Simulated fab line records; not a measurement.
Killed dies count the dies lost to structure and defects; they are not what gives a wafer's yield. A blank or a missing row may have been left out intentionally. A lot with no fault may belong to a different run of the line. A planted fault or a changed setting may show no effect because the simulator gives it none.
Which tool was responsible? -- flow nand harc -- 7 lots, 20 wafers sampled, at 3 steps of a route of 1302

## WHAT EACH GAUGE READ, for each wafer
NHARC_A_ONON_D1_THK_MEAS_27: measures by ellipsometry.
lot,measured,on,thk nm (nm)
L335,day 8 19:53,film metro-01,995 994 994
L342,day 11 13:35,film metro-02,886 887
L347,day 13 19:23,film metro-02,988 989 987
L349,day 15 04:59,film metro-01,988 989 989
L351,day 15 09:35,film metro-02,1008 1008 1007
L352,day 15 23:01,film metro-02,996 997 995
L355,day 17 07:08,film metro-02,997 998 999

## TOOL THAT RAN EACH LOT (tool first, then ch and the chambers of the sampled wafers, then the start)
lot,NHARC_A_ZERO_WELL_ETCH_13,NHARC_A_ONON_D1_DEP_25
L335,"rie si-01 ch 1,3, day 7 10:07","pecvd onon-04 ch 0, day 8 19:22"
L342,"rie si-04 ch 0,2, day 10 02:59","pecvd onon-04 ch 0, day 11 13:11"
L347,"rie si-06 ch 0,3, day 12 03:40","pecvd onon-02 ch 0, day 13 18:52"
L349,"rie si-04 ch 0,1,3, day 13 13:31","pecvd onon-04 ch 0, day 15 04:28"
L351,"rie si-01 ch 0,1, day 13 23:10","pecvd onon-04 ch 0, day 15 09:14"
L352,"rie si-04 ch 0,3, day 14 14:13","pecvd onon-04 ch 0, day 15 22:31"
L355,"rie si-06 ch 0,1,3, day 15 19:52","pecvd onon-01 ch 0, day 17 06:38"
- NHARC_A_ZERO_WELL_ETCH_13: etches the open film in HBr/Cl2, target depth 120 nm, time 40.1 s.
- NHARC_A_ONON_D1_DEP_25: target thk 1000 nm.

## THE ANSWER, worked out from the rows above alone
Rule: usual is defined by the lots themselves. The widest of any qualifying gaps counts: lots, ordered by their means at a reading, are off when they make up no more than a third of the lots, leave a main group of 4 or more, and stand apart from it by 3 or more times the standard deviation of that group's means. If all means in a main group match to the digits the tables above print for the reading, that group is not used. A lot without any number at a reading at which 4 lots or more have one is off too. The other lots that the step has rows for count as sound.
Off: L342 (NHARC_A_ONON_D1_THK_MEAS_27, thk nm). The main group has a mean of 995 nm with a standard deviation of 6.6.
If a tool, at a process step before that reading, ran all the lots that are off and no sound lot after the first of them, it fits. Those tools and the gauges at NHARC_A_ONON_D1_THK_MEAS_27 are tried in the same way. Not one of the candidates tried fits.

## WHAT THE SIMULATOR PUT IN
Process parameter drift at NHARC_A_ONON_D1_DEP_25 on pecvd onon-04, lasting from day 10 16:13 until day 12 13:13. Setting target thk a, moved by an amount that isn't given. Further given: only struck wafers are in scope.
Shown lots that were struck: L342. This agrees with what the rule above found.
